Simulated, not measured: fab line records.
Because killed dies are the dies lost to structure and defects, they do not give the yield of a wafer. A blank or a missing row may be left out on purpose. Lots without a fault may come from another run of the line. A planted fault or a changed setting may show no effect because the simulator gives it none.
A struck lot beside a sound one	flow nand_harc	15 steps out of a route of 1302
Sound: these wafers, L629.3, L629.4, L629.6. The struck wafers were L641.2, L641.3, L641.4. At the end, the cause is stated.
Order at every step that has rows: each side's tool, ch and its chambers, its first start. Under that, the readings that differ: sound wafers	struck wafers	difference of the means	sigmas: that difference in standard deviations of wafers without a fault.
alike: words and numbers the same on both sides, and readings whose means are apart by under 2 such deviations; not compared: readings that were withheld, readings missing a value for some wafer, numbers with overlapping values and no deviation given by the record, and bounds like >300 which may hide the same value.
A row with sigmas, a row that says differs or no value, or rows on one side alone: a step with any of these is where the two part. Numbers that have no deviation but don't overlap get no sigmas and don't part them. A reading missing from all wafers of one side parts the sides only when that side holds two or more wafers.

first, 3 steps without rows for these wafers: NHARC_A_CHANNEL_HOLE_D1_STRIP_41 (strips in N2/H2); NHARC_A_CHANNEL_HOLE_D1_STRIP_42 (strips in CF4/CHF3); NHARC_A_CHANNEL_HOLE_D1_STRIP_43 (strips in O2/COS).
NHARC_A_CHANNEL_HOLE_D1_ETCH_44: etches the open film in CF4/O2, target depth 140 nm, overetch 14 nm, time 77 s.
  sound on rie_diel-07 ch 0,3, day 9 16:04; struck on rie_diel-07 ch 0,1,3, day 15 04:14
  alike: drypump_motor_current_A, oes_product_au, rf_vpp_V, showerhead_plenum_p_Torr, throttle_valve_pct
  not compared: rf_hours_counter_h
NHARC_A_CHANNEL_HOLE_D1_STRIP_27: strips in O2.
  sound: rie_diel-07 ch 0,1,2; struck: rie_diel-07 ch 0,1,3
  alike: drypump_motor_current_A, oes_product_au, rf_vpp_V, showerhead_plenum_p_Torr, throttle_valve_pct
  not compared: rf_hours_counter_h
then, 2 steps without rows for these wafers: NHARC_A_CHANNEL_HOLE_D1_PRECLEAN_28 (cleans in SC1); NHARC_A_CHANNEL_HOLE_D1_SRD_29.
NHARC_A_CHANNEL_HOLE_D1_CD_MEAS_30:
  struck on cd_sem-01, day 15 05:02; sound on cd_sem-02, day 9 16:53
reading	sound	struck	difference	sigmas
cd_nm (nm)	88.9 90.4 87.8	90.8 92.4 92.0	+2.7	+2
NHARC_A_CHANNEL_HOLE_D1_XSEM_31:
  sound on xsem-02 ch 0, day 9 16:58; struck on xsem-02 ch 0, day 15 05:08
  alike: bot_cd_nm, bow_nm, tilt_deg
NHARC_A_CHANNEL_HOLE_D1_INSPECT_40:
  struck on defect_inspect-02, day 15 05:13; sound on defect_inspect-01, day 9 17:04
reading	sound	struck	difference	sigmas
raw_defect_count	49 42 42	92 98 98	+52	+2
then, 2 steps without rows for these wafers: NHARC_A_CHANNEL_FILL_D1_PRECLEAN_00 (cleans in SC1); NHARC_A_CHANNEL_FILL_D1_SRD_01.
NHARC_A_CHANNEL_FILL_D1_ALD_02: deposits SiO2, target thk 6 nm, pulse time 10 s, ald cycles 60.
  sound on ald_hk-03 ch 1,3, day 9 18:14; struck on ald_hk-03 ch 1,2,3, day 15 06:20
reading	sound	struck	difference	sigmas
ald_cycles	60 60 60	48 48 48	-12	
  alike: heater_power_w, precursor_pulse_height_rel
  not compared: since_wet_clean_h
NHARC_A_CHANNEL_FILL_D1_ALD_03: deposits SiNx, target thk 6 nm, pulse time 60 s, ald cycles 58.
  sound: ald_sin_batch-01 ch 0; struck: ald_sin_batch-02 ch 0
  alike: ald_cycles, precursor_pulse_height_rel
-- jump in the record: it breaks off in module A_CHANNEL_FILL_D1 and resumes in module END (first step shown: number 1302 of the route), and 15 days separate the struck wafers' starts before and after --
NHARC_END_SORT_01:
  only the struck wafers appear in the record here, on prober-01 ch 0 at day 30 09:40; the sound ones have no rows

== WHERE THEY PART ==
Earliest at NHARC_A_CHANNEL_HOLE_D1_CD_MEAS_30; latest, in this record, at NHARC_END_SORT_01.

WHY: what had been put in by the simulator
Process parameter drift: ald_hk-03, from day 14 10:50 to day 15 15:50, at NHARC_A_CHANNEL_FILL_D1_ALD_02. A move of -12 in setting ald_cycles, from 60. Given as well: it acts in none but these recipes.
